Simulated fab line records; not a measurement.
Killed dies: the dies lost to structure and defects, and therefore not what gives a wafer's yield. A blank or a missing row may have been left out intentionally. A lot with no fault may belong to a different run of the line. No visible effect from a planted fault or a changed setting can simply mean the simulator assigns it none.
The tool behind it: which one? + flow n5-finfet + 9 lots, 25 wafers sampled, at 5 steps of a route of 1938

== WHAT EACH GAUGE READ, for each wafer ==
N5_BEOL_M4_OVL_MEAS_29. Usual: for V3_OVL the level is 0.2 nm and the standard deviation is 0.73.
| lot  | measured     | on         | V3_OVL (nm)    | flag |
|------|--------------|------------|----------------|------|
| L355 | day 8 20:42  | overlay-01 | 0.4 0.7 0.0    |      |
| L360 | day 10 00:25 | overlay-01 | -0.6 0.3 -0.7  |      |
| L361 | day 10 06:50 | overlay-02 | 0.0 1.2 1.2    |      |
| L367 | day 12 03:20 | overlay-02 | -1.3 0.1       |      |
| L370 | day 12 18:10 | overlay-02 | 1.0 0.7        |      |
| L373 | day 13 12:47 | overlay-01 | 0.7 -0.4 -0.5  |      |
| L374 | day 13 18:11 | overlay-01 | -1.3 -1.3 -0.2 |      |
| L376 | day 14 02:08 | overlay-01 | 0.7 0.6 0.7    |      |
| L377 | day 14 07:07 | overlay-01 | 1.6 1.0 0.9    |      |

N5_BEOL_M4_RC_MEAS_101. Usual: DIBL_N 35.8 mV/V, standard deviation 1.7; DIBL_P 35.3 mV/V, standard deviation 2; IOFF_N 0.150 nA/um, standard deviation 0.026; IOFF_P 0.194 nA/um, standard deviation 0.029; ION_N 667 uA/um, standard deviation 11; ION_P 456 uA/um, standard deviation 7.1; SS_N 71.4 mV/dec, standard deviation 0.65; SS_P 73.1 mV/dec, standard deviation 0.64; VT_N 251 mV, standard deviation 3; VT_P -252 mV, standard deviation 3.2.
| lot  | measured     | on        | DIBL_N (mV/V)  | DIBL_P (mV/V)  | IOFF_N (nA/um)    | IOFF_P (nA/um)    | ION_N (uA/um) | ION_P (uA/um) | SS_N (mV/dec)  | SS_P (mV/dec)  | VT_N (mV)   | VT_P (mV)      | flag |
|------|--------------|-----------|----------------|----------------|-------------------|-------------------|---------------|---------------|----------------|----------------|-------------|----------------|------|
| L355 | day 9 17:53  | prober-01 | 36.5 32.5 35.6 | 36.8 32.0 36.5 | 0.156 0.103 0.150 | 0.193 0.136 0.190 | 678 649 675   | 461 447 466   | 72.2 70.9 71.2 | 73.0 71.8 74.1 | 253 258 250 | -252 -258 -254 |      |
| L360 | day 11 08:04 | prober-02 | 33.9 31.8 34.2 | 32.9 31.0 33.7 | 0.125 0.097 0.125 | 0.150 0.135 0.157 | 669 644 662   | 448 443 453   | 71.4 69.8 71.0 | 72.4 72.2 72.5 | 255 256 253 | -255 -257 -254 |      |
| L361 | day 11 20:26 | prober-02 | 34.8 35.6 34.6 | 34.4 35.2 33.4 | 0.118 0.126 0.110 | 0.165 0.167 0.152 | 659 649 638   | 450 448 445   | 70.4 71.1 70.9 | 72.9 72.2 72.4 | 254 254 257 | -255 -256 -259 |      |
| L367 | day 13 20:20 | prober-02 | 35.7 35.0      | 35.7 32.6      | 0.151 0.134       | 0.210 0.162       | 677 659       | 458 449       | 72.2 71.6      | 73.4 72.8      | 249 253     | -251 -255      |      |
| L370 | day 14 02:01 | prober-02 | 37.0 35.2      | 36.5 35.8      | 0.162 0.137       | 0.206 0.201       | 678 659       | 464 459       | 71.6 71.2      | 73.9 73.3      | 249 250     | -249 -250      |      |
| L373 | day 14 15:12 | prober-02 | 36.4 35.6 38.0 | 34.8 34.5 37.2 | 0.156 0.137 0.190 | 0.168 0.160 0.194 | 648 665 679   | 436 450 455   | 72.4 71.5 72.3 | 73.4 73.4 74.3 | 254 251 248 | -253 -254 -253 |      |
| L374 | day 14 23:49 | prober-01 | 36.1 38.2 34.3 | 35.1 36.6 31.9 | 0.165 0.209 0.121 | 0.231 0.262 0.186 | 666 691 652   | 467 470 458   | 71.9 71.8 70.9 | 72.7 73.3 72.6 | 245 243 251 | -246 -244 -251 |      |
| L376 | day 15 08:19 | prober-01 | 34.3 36.6 34.5 | 34.8 37.6 35.9 | 0.117 0.153 0.129 | 0.170 0.217 0.184 | 668 666 674   | 463 458 463   | 70.9 71.9 71.3 | 73.4 73.2 73.1 | 255 253 252 | -253 -251 -253 |      |
| L377 | day 15 11:44 | prober-02 | 37.6 36.5 36.8 | 35.2 35.3 36.0 | 0.177 0.159 0.167 | 0.217 0.212 0.225 | 680 669 679   | 463 461 464   | 71.3 70.4 71.2 | 73.9 72.7 73.7 | 248 250 250 | -248 -250 -252 |      |

== TOOL THAT RAN EACH LOT (tool first, then ch and the chambers of the sampled wafers, then the start) ==
| lot  | N5_BEOL_M4_STRIP_19                | N5_BEOL_M4_ETCH_77                 | N5_BEOL_M4_STRIP_36                |
|------|------------------------------------|------------------------------------|------------------------------------|
| L355 | rie-diel-04 ch 0,1,3, day 8 20:17  | rie-diel-04 ch 1,2,3, day 8 20:50  | rie-diel-01 ch 0,3, day 9 13:21    |
| L360 | rie-diel-01 ch 1,3, day 9 23:58    | rie-diel-04 ch 0,1,3, day 10 00:55 | rie-diel-01 ch 2,3, day 11 03:43   |
| L361 | rie-diel-03 ch 0,2,3, day 10 06:17 | rie-diel-03 ch 0,2, day 10 06:57   | rie-diel-04 ch 1,3, day 11 16:08   |
| L367 | rie-diel-04 ch 0,1, day 12 02:47   | rie-diel-03 ch 0,1, day 12 03:26   | rie-diel-01 ch 1,2, day 13 15:21   |
| L370 | rie-diel-04 ch 0,3, day 12 17:37   | rie-diel-03 ch 0,2, day 12 18:17   | rie-diel-03 ch 1,2, day 13 20:50   |
| L373 | rie-diel-04 ch 0,1,3, day 13 12:22 | rie-diel-04 ch 0,3, day 13 12:54   | rie-diel-01 ch 0,1,2, day 14 11:14 |
| L374 | rie-diel-04 ch 1,3, day 13 17:46   | rie-diel-04 ch 0,2, day 13 18:19   | rie-diel-01 ch 0,1,2, day 14 19:08 |
| L376 | rie-diel-03 ch 0,1,2, day 14 01:34 | rie-diel-04 ch 0,1,3, day 14 02:32 | rie-diel-04 ch 0,1, day 15 03:35   |
| L377 | rie-diel-01 ch 0,1,2, day 14 06:41 | rie-diel-04 ch 0,2,3, day 14 07:14 | rie-diel-03 ch 0,1,2, day 15 06:55 |
- N5_BEOL_M4_STRIP_19: strips in O2.
- N5_BEOL_M4_ETCH_77: etches underlayer in N2/H2, target depth 6.5 nm, time 5.2 s.
- N5_BEOL_M4_STRIP_36: strips in N2/H2.

== WHAT THE TOOLS THEMSELVES READ (means of the sampled wafers that have a number; where no wafer has one, the mark that the record gives instead) ==
N5_BEOL_M4_STRIP_19. Usual: drypump-motor-current-A 5.9 A, standard deviation 0.46; oes-product-au 0.80 a.u., standard deviation 0.097; rf-vpp-V 3.6 V, standard deviation 0.51; showerhead-plenum-p-Torr 2.10 Torr, standard deviation 0.076; temp-c 40.01 C, standard deviation 0.11; throttle-valve-pct 16.7 %, standard deviation 0.37.
| lot  | tool        | drypump-motor-current-A (A) | oes-product-au (a.u.) | rf-vpp-V (V) | showerhead-plenum-p-Torr (Torr) | temp-c (C) | throttle-valve-pct (%) | flag |
|------|-------------|-----------------------------|-----------------------|--------------|---------------------------------|------------|------------------------|------|
| L355 | rie-diel-04 | 5.9                         | 0.81                  | 3.5          | 2.08                            | 40.08      | 16.7                   |      |
| L360 | rie-diel-01 | 5.9                         | 0.90                  | 3.7          | 2.05                            | 39.95      | 16.4                   |      |
| L361 | rie-diel-03 | 5.8                         | 0.70                  | 3.6          | 2.06                            | 40.05      | 16.7                   |      |
| L367 | rie-diel-04 | 6.2                         | 0.79                  | 3.5          | 2.12                            | 40.09      | 16.8                   |      |
| L370 | rie-diel-04 | 5.6                         | 0.81                  | 3.4          | 2.17                            | 40.05      | 16.7                   |      |
| L373 | rie-diel-04 | 5.9                         | 0.82                  | 3.5          | 2.15                            | 40.07      | 16.6                   |      |
| L374 | rie-diel-04 | 6.0                         | 0.86                  | 4.2          | 2.16                            | 40.02      | 16.3                   |      |
| L376 | rie-diel-03 | 5.4                         | 0.85                  | 3.7          | 2.13                            | 39.93      | 16.4                   |      |
| L377 | rie-diel-01 | 6.2                         | 0.74                  | 3.7          | 2.06                            | 39.94      | 17.0                   |      |

N5_BEOL_M4_ETCH_77. Usual: drypump-motor-current-A 5.9 A, standard deviation 0.48; etch-rf-on-time-s 5.25 s, standard deviation 0.098; oes-product-au 0.67 a.u., standard deviation 0.079; rf-vpp-V 523.6 V, standard deviation 2.9; showerhead-plenum-p-Torr 2.53 Torr, standard deviation 0.1; throttle-valve-pct 17.8 %, standard deviation 0.39.
| lot  | tool        | drypump-motor-current-A (A) | etch-rf-on-time-s (s) | oes-product-au (a.u.) | rf-vpp-V (V) | showerhead-plenum-p-Torr (Torr) | throttle-valve-pct (%) | flag |
|------|-------------|-----------------------------|-----------------------|-----------------------|--------------|---------------------------------|------------------------|------|
| L355 | rie-diel-04 | 5.7                         | 5.29                  | 0.67                  | 522.5        | 2.47                            | 17.8                   |      |
| L360 | rie-diel-04 | 5.9                         | 5.35                  | 0.66                  | 523.5        | 2.51                            | 17.9                   |      |
| L361 | rie-diel-03 | 5.6                         | 5.33                  | 0.59                  | 520.1        | 2.43                            | 17.9                   |      |
| L367 | rie-diel-03 | 5.5                         | 3.42                  | 1.04                  | 526.6        | 2.67                            | 17.6                   | OFF  |
| L370 | rie-diel-03 | 5.5                         | 4.29                  | 0.82                  | 524.7        | 2.58                            | 17.6                   | OFF  |
| L373 | rie-diel-04 | 5.7                         | 5.32                  | 0.66                  | 524.3        | 2.59                            | 18.0                   |      |
| L374 | rie-diel-04 | 5.9                         | 5.27                  | 0.60                  | 521.6        | 2.49                            | 18.3                   |      |
| L376 | rie-diel-04 | 5.9                         | 5.29                  | 0.68                  | 526.1        | 2.61                            | 17.8                   |      |
| L377 | rie-diel-04 | 5.6                         | 5.31                  | 0.64                  | 523.4        | 2.54                            | 18.0                   |      |

N5_BEOL_M4_STRIP_36. Usual: drypump-motor-current-A 5.9 A, standard deviation 0.48; oes-product-au 0.80 a.u., standard deviation 0.098; rf-vpp-V 59.3 V, standard deviation 1.4; showerhead-plenum-p-Torr 2.53 Torr, standard deviation 0.1; temp-c 40.01 C, standard deviation 0.1; throttle-valve-pct 23.6 %, standard deviation 0.43.
| lot  | tool        | drypump-motor-current-A (A) | oes-product-au (a.u.) | rf-vpp-V (V) | showerhead-plenum-p-Torr (Torr) | temp-c (C) | throttle-valve-pct (%) | flag |
|------|-------------|-----------------------------|-----------------------|--------------|---------------------------------|------------|------------------------|------|
| L355 | rie-diel-01 | 6.2                         | 0.78                  | 59.4         | 2.56                            | 39.96      | 23.5                   |      |
| L360 | rie-diel-01 | 6.2                         | 0.84                  | 59.8         | 2.44                            | 40.04      | 23.4                   |      |
| L361 | rie-diel-04 | 6.0                         | 0.91                  | 60.6         | 2.63                            | 40.08      | 23.3                   |      |
| L367 | rie-diel-01 | 6.2                         | 0.78                  | 59.2         | 2.45                            | 40.00      | 24.0                   |      |
| L370 | rie-diel-03 | 5.3                         | 0.80                  | 59.5         | 2.50                            | 39.98      | 23.3                   |      |
| L373 | rie-diel-01 | 6.2                         | 0.74                  | 59.1         | 2.49                            | 40.01      | 23.9                   |      |
| L374 | rie-diel-01 | 6.2                         | 0.74                  | 58.8         | 2.49                            | 40.06      | 23.9                   |      |
| L376 | rie-diel-04 | 6.1                         | 0.73                  | 59.6         | 2.54                            | 40.09      | 24.0                   |      |
| L377 | rie-diel-03 | 5.4                         | 0.83                  | 60.1         | 2.58                            | 40.00      | 23.4                   |      |

== THE ANSWER, worked out from the rows above alone ==
Rule: take the mean of a lot's wafers that have a number; if it is more than 3 standard deviations from the usual mean, the lot is off. Also off: a lot with no number at a reading for which 4 or more lots have one. Any other lot the step has rows for is counted as sound. Order of review: gauges by route order, followed by the tools' own readings, for which a lot's mean as printed above is used. The first step at which some lot is off is used, and at that step the reading that is off furthest; a lot without a number counts as furthest.
Off: L367, L370 (N5_BEOL_M4_ETCH_77, etch-rf-on-time-s).
A tool fits if, at that step or a process step before it, it ran every lot that is off, and no sound lot after the first of them. One fits: N5_BEOL_M4_ETCH_77 on rie-diel-03. Its last sound lot is L361 (day 10 06:57), its first lot that is off L367 (day 12 03:26): a fault that began between those two fits.
The tool's own readings at N5_BEOL_M4_ETCH_77 bear it out: on the lots that are off they differ by more than 5 times the standard deviation of the sound lots' means. etch-rf-on-time-s reads 3.85 s there against 5.31 s on the sound lots; oes-product-au reads 0.93 a.u. there against 0.64 a.u. on the sound lots.

== WHAT WAS PUT IN BY THE SIMULATOR ==
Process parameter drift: rie-diel-03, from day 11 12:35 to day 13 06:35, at N5_BEOL_M4_ETCH_77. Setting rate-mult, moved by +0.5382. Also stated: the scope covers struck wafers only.
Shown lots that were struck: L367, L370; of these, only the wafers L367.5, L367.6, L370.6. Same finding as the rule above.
